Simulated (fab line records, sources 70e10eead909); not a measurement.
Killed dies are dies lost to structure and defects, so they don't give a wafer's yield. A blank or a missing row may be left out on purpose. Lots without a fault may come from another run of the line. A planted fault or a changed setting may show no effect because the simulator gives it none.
Tool commonality check | flow nand_harc | 1 lot, 1 wafer sampled

WHY IT WAS OPENED
At NHARC_END_SORT_01 the reading killed_at_periphery is flagged on 1 of 1 lot. Wafers without a fault read 3.8, standard deviation 2.4.
Rule: a lot is flagged when every wafer of it that has a number lies more than 4 standard deviations from that mean, or none has a number. The other lots count as sound.

lot  | measured     | on        | killed_at_periphery, wafer by wafer | flag
L102 | day 32 12:19 | prober-01 | 48                                  | FLAGGED
The numbers of the flagged lots are 48.0 on average: +44.2 against the usual, or +18 standard deviations.

WHICH TOOL RAN EACH LOT
The record holds 4 process steps before the reading, out of a route of 1302 steps. In each cell: the tool, then ch and the chambers that the sampled wafers went through, then the start.
lot  | flag    | NHARC_P_GATE_STRIP_101         | NHARC_P_GATE_DESCUM_61         | NHARC_P_GATE_RTA_64              | NHARC_P_CONTACT_DESCUM_17
L102 | FLAGGED | rie_diel-01 ch 2, day 11 17:04 | rie_diel-01 ch 3, day 11 19:56 | rtp_anneal-01 ch 0, day 11 23:37 | rie_diel-12 ch 0, day 12 04:19
What these steps do:
- NHARC_P_GATE_STRIP_101: strips in O2, time 20 s.
- NHARC_P_GATE_DESCUM_61: chemistry O2, time 3 s.
- NHARC_P_GATE_RTA_64: time 1 s.
- NHARC_P_CONTACT_DESCUM_17: chemistry O2, time 3 s.
- NHARC_END_SORT_01

FLAGGED OVER TOTAL, TOOL BY TOOL (the gauges that took the reading come last)
step                      | tool          | lots run | flagged | share of the flagged lots | sound lots run after its first flagged lot
NHARC_P_GATE_STRIP_101    | rie_diel-01   | 1        | 1       | all                       | 0
NHARC_P_GATE_DESCUM_61    | rie_diel-01   | 1        | 1       | all                       | 0
NHARC_P_GATE_RTA_64       | rtp_anneal-01 | 1        | 1       | all                       | 0
NHARC_P_CONTACT_DESCUM_17 | rie_diel-12   | 1        | 1       | all                       | 0
NHARC_END_SORT_01         | prober-01     | 1        | 1       | all                       | 0

WHAT THE TABLE ALLOWS
5 rows of the table ran every flagged lot: rie_diel-01 at NHARC_P_GATE_STRIP_101, rie_diel-01 at NHARC_P_GATE_DESCUM_61, rtp_anneal-01 at NHARC_P_GATE_RTA_64, rie_diel-12 at NHARC_P_CONTACT_DESCUM_17, prober-01 at NHARC_END_SORT_01.
- rie_diel-01 at NHARC_P_GATE_STRIP_101: 1 of its 1 lot flagged. It ran no sound lot before its first flagged lot in this sample, so the start can't be narrowed down.
- rie_diel-01 at NHARC_P_GATE_DESCUM_61: 1 of its 1 lot flagged. It ran no sound lot before its first flagged lot in this sample, so the start can't be narrowed down.
- rtp_anneal-01 at NHARC_P_GATE_RTA_64: 1 of its 1 lot flagged. It ran no sound lot before its first flagged lot in this sample, so the start can't be narrowed down.
- rie_diel-12 at NHARC_P_CONTACT_DESCUM_17: 1 of its 1 lot flagged. It ran no sound lot before its first flagged lot in this sample, so the start can't be narrowed down.
- prober-01 at NHARC_END_SORT_01: 1 of its 1 lot flagged. It ran no sound lot before its first flagged lot in this sample, so the start can't be narrowed down.
Counting lots can't tell these 4 tools apart, because each fits a fault that began at some hour. More lots, or a look at what each step does to the wafer, might.

WHAT THE SIMULATOR HAD PUT IN
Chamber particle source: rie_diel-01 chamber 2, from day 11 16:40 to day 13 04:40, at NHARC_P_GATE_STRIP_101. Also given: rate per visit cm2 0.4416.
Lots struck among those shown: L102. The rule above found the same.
